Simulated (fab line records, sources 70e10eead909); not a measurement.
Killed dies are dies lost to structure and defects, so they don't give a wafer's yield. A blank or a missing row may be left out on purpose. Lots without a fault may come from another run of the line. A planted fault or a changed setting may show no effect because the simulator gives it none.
A struck lot beside a sound one | flow nand_harc | 15 steps out of a route of 1159
Sound: wafers L950.1, L950.5, L950.6. Struck: wafers L944.2, L944.3, L944.6. The cause comes at the end.
At each step with rows: each side's tool, then ch and its chambers, then its first start. Under that, the readings that differ: sound wafers | struck wafers | difference of the means | sigmas: that difference in standard deviations of wafers without a fault.
alike: readings whose means differ by less than 2 such deviations, and words and numbers that are the same on both sides. not compared: withheld readings, readings that some wafer has no value for, bounds like >300 that may hide the same value, and numbers for which the record gives no deviation and whose values overlap.
The two part at a step that has a row with sigmas, a row that says differs or no value, or rows on one side only. Numbers that don't overlap but have no deviation are shown without sigmas and don't part them. A reading that every wafer of one side lacks parts them only if that side has two wafers or more.

NHARC_P_GATE_DESCUM_31: chemistry O2, time 3 s.
  sound on rie_diel-07 ch 1,2,3, day 9 16:41; struck on rie_diel-07 ch 1,2, day 8 01:01
  alike: drypump_motor_current_A, oes_product_au, rf_vpp_V, showerhead_plenum_p_Torr, throttle_valve_pct
  not compared: rf_hours_counter_h
NHARC_P_GATE_ETCH_104: etches the open film in CF4/CHF3, target depth 60 nm.
  sound on rie_diel-07 ch 0,1,3, day 9 16:49; struck on rie_diel-07 ch 0,2, day 8 01:06
  alike: cf4_flow_sccm, drypump_motor_current_A, oes_product_au, rf_vpp_V, showerhead_plenum_p_Torr, throttle_valve_pct
NHARC_P_GATE_HM_OPEN_105: chemistry O2/COS, target depth 360 nm.
  sound on rie_diel-07 ch 0,1,2; struck on rie_diel-07 ch 0,1,2
  alike: drypump_motor_current_A, oes_product_au, rf_vpp_V, showerhead_plenum_p_Torr, throttle_valve_pct
  not compared: rf_hours_counter_h
then, 2 steps without rows for these wafers: NHARC_P_GATE_STRIP_106 (strips in O2/COS); NHARC_P_GATE_ETCH_114 (etches the open film in CF4/O2, target depth 30 nm, overetch 3 nm, time 16.5 s).
NHARC_P_GATE_ETCH_32: etches the open film in HBr/Cl2, target depth 150 nm, time 100.1 s.
  sound on rie_si-03 ch 0,1,3, day 9 17:56; struck on rie_si-03 ch 0,1,3, day 8 01:36
  alike: drypump_motor_current_A, oes_product_au, throttle_valve_pct
  not compared: rf_hours_counter_h
then, 1 step without rows for these wafers: NHARC_P_GATE_STRIP_108 (strips in O2).
NHARC_P_GATE_CD_MEAS_33:
  sound on cd_sem-02, day 9 18:16; struck on cd_sem-01, day 8 01:56
  alike: cd_nm
then, 4 steps without rows for these wafers: NHARC_P_GATE_STRIP_35 (strips in SPM, time 600 s); NHARC_P_GATE_PRECLEAN_73 (cleans in SC1); NHARC_P_GATE_SRD_74; NHARC_P_GATE_ALD_36 (deposits SiNx, target thk 20 nm, pulse time 60 s, ald cycles 223).
NHARC_P_GATE_ETCHBACK_37: etches the open film in CHF3/O2, target depth 34.5 nm, time 17.2 s.
  sound on rie_diel-08 ch 1,2, day 10 04:16; struck on rie_diel-07 ch 1,2, day 8 14:02
  no value came back on the struck wafers for any of 8 readings (bias_w (W), chamber_pressure_mTorr (mTorr) and others); on the sound wafers bias_w (W) reads 200.0 200.2 199.5
  not compared: rf_hours_counter_h
NHARC_P_GATE_STRIP_101: strips in O2, time 20 s.
  sound on rie_diel-08 ch 0,1, day 10 04:22; struck on rie_diel-07 ch 0,1,2, day 8 14:08
  reading                         | sound          | struck         | difference | sigmas
  drypump_motor_current_A (A)     | 6.4 6.4 5.9    | 5.0 5.0 5.3    | -1.1       | -3
  showerhead_plenum_p_Torr (Torr) | 3.44 3.44 3.32 | 3.70 3.63 3.65 | +0.26      | +2
  alike: oes_product_au, rf_vpp_V, throttle_valve_pct
  not compared: rf_hours_counter_h
-- the record jumps here: 14 days lie between the struck wafers' starts before and after (it left off in module P_GATE and takes up again in module END, whose first step shown is number 1159 of the route) --
NHARC_END_SORT_01:
  sound on prober-02 ch 0, day 24 05:24; struck on prober-01 ch 0, day 22 03:17
  reading             | sound    | struck      | difference | sigmas
  killed_at_periphery | 5 2 4    | 642 650 642 | +641       | +99 or more
  killed_dies         | 51 53 50 | 677 677 677 | +626       | +57
  alike: killed_at_array, killed_at_other, killed_open, killed_short

WHERE THEY PART
First at NHARC_P_GATE_ETCHBACK_37; last, within this record, at NHARC_END_SORT_01.

WHY: what the simulator had put in
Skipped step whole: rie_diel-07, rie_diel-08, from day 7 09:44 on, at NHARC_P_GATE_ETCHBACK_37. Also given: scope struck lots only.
